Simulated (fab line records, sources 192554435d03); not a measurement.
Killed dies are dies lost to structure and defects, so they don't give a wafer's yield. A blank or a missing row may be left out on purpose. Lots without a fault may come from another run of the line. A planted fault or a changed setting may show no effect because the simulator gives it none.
One fault seen from 2 desks | flow n5_finfet | each desk has only its own numbers; what lay behind them comes last

THE TOOL OWNER'S DESK: litho_track-01
The tool's own readings at N5_FIN_SAQP_COAT_68 (time 60 s, resist thk 100 nm): means of the sampled wafers that have a number, for each lot that ran on this tool. A lot is out of limits, marked OUT, if its mean lies more than 4 standard deviations from the usual mean; the brackets give that distance.
Columns: A = resist_line_temp_C at N5_FIN_SAQP_COAT_68, usual 22.99 C; B = spin_speed_rpm at N5_FIN_SAQP_COAT_68, usual 1500.1 rpm
lot  | first seen here | A     | B
L750 | day 3 18:16     | 23.01 | 1499.5
L757 | day 5 13:25     | 22.97 | 1556.0 (+62) OUT
L760 | day 6 08:08     | 23.03 | 1556.1 (+62) OUT
This desk's finding: out of limits on L757, L760; first on L757, day 5 13:25 (spin_speed_rpm at N5_FIN_SAQP_COAT_68). In limits: L750.

THE METROLOGY DESK
What the gauges read, lot by lot, whatever tool the lot ran on: means of the sampled wafers that have a number. A lot is out of limits, marked OUT, if its mean lies more than 4 standard deviations from the usual mean; the brackets give that distance. Of its 11 readings 7 are shown: those that lie furthest out on some lot.
Columns: A = DIBL_N at N5_BEOL_M4_RC_MEAS_101, usual 36.0 mV/V; B = DIBL_P at N5_BEOL_M4_RC_MEAS_101, usual 36.2 mV/V; C = IOFF_N at N5_BEOL_M4_RC_MEAS_101, usual 0.154 nA/um; D = IOFF_P at N5_BEOL_M4_RC_MEAS_101, usual 0.21 nA/um; E = SS_N at N5_BEOL_M4_RC_MEAS_101, usual 71.4 mV/dec; F = VT_N at N5_BEOL_M4_RC_MEAS_101, usual 250.2 mV; G = VT_P at N5_BEOL_M4_RC_MEAS_101, usual -251 mV
lot  | first seen here | A    | B    | C     | D    | E    | F     | G
L744 | day 2 05:20     | 38.3 | 37.4 | 0.164 | 0.23 | 71.8 | 251.6 | -249
L750 | day 3 17:19     | 36.0 | 35.9 | 0.136 | 0.18 | 71.6 | 251.6 | -254
L757 | day 5 12:45     | 34.8 | 35.9 | 0.138 | 0.18 | 69.9 | 249.6 | -251
L758 | day 5 21:06     | 37.9 | 37.7 | 0.179 | 0.28 | 71.4 | 246.5 | -245
L760 | day 6 07:29     | 31.8 | 31.9 | 0.105 | 0.14 | 70.7 | 254.8 | -257
L765 | day 7 15:03     | 38.3 | 38.3 | 0.207 | 0.29 | 72.3 | 246.3 | -245
This desk's finding: nothing out of limits on any of the 6 lots.

PUT TOGETHER
The tool owner's desk could have raised an alarm at day 5 13:25, on L757, L760.
The metrology desk saw nothing out of limits.
The metrology desk has L757, L760 on record, within its limits.
Of the lots named, all ran N5_FIN_SAQP_COAT_68 on litho_track-01.

WHAT THE SIMULATOR HAD PUT IN
Process parameter drift: litho_track-01, from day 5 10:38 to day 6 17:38, at N5_FIN_SAQP_COAT_68. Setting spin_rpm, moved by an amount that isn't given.
Lots struck among those shown: L757, L760.
Hours from the fault's start to each desk's first reading out of limits: the tool owner's desk, 3.
